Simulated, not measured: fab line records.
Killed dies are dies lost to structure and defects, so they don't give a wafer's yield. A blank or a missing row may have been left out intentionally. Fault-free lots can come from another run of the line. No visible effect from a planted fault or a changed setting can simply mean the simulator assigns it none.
Matching of chambers :: flow n5 finfet :: N5_FIN_SAQP_HM_OPEN_73 on rie diel-04 has 4 sister chambers
The step chemistry CHF3/O2, target SiO2, stops on a-Si, target depth 12 nm, time 16.8 s. 4 wafers are shown with their chamber, then 11 later ones without.

== EACH WAFER AND ITS CHAMBER ==
wafer: L081.2
chamber: 2
drypump motor current A (A): 5.5

wafer: L086.6
chamber: 3
drypump motor current A (A): 6.3

wafer: L091.6
chamber: 1
drypump motor current A (A): 5.2

wafer: L092.1
chamber: 0
drypump motor current A (A): 4.8

== WAFERS WITHOUT THEIR CHAMBER ==
wafer: L092.4
drypump motor current A (A): 6.2

wafer: L092.6
drypump motor current A (A): 5.5

wafer: L093.1
drypump motor current A (A): 5.5

wafer: L093.3
drypump motor current A (A): 6.3

wafer: L093.4
drypump motor current A (A): 4.8

wafer: L095.4
drypump motor current A (A): 5.5

wafer: L095.5
drypump motor current A (A): 4.8

wafer: L095.6
drypump motor current A (A): 6.3

wafer: L096.4
drypump motor current A (A): 5.3

wafer: L096.5
drypump motor current A (A): 5.5

wafer: L096.6
drypump motor current A (A): 4.8

== THE CHAMBER EACH PASSED THROUGH ==
wafer: L092.4
from the rows above: 3
in truth: 3

wafer: L092.6
from the rows above: 2
in truth: 2

wafer: L093.1
from the rows above: 2
in truth: 2

wafer: L093.3
from the rows above: 3
in truth: 3

wafer: L093.4
from the rows above: 0
in truth: 0

wafer: L095.4
from the rows above: 2
in truth: 2

wafer: L095.5
from the rows above: 0
in truth: 0

wafer: L095.6
from the rows above: 3
in truth: 3

wafer: L096.4
from the rows above: 1
in truth: 1

wafer: L096.5
from the rows above: 2
in truth: 2

wafer: L096.6
from the rows above: 0
in truth: 0
Correctly placed: 11 of 11. Not placeable from these rows: 0. Wrongly placed: 0.
How it was worked out, from the rows above alone: a wafer's distance from a chamber is the root of the sum, over the readings, of the square of ((its reading less the chamber's mean) divided by the reading's scatter). If the next closest chamber is less than 2 further off than the closest, the wafer can't be placed; otherwise it belongs to the closest. For every chamber, the mean is computed from those of its wafers that are shown. The scatter: with one shown wafer a chamber, the root of the mean of the squares of how far each hidden wafer lies from its nearest shown one.
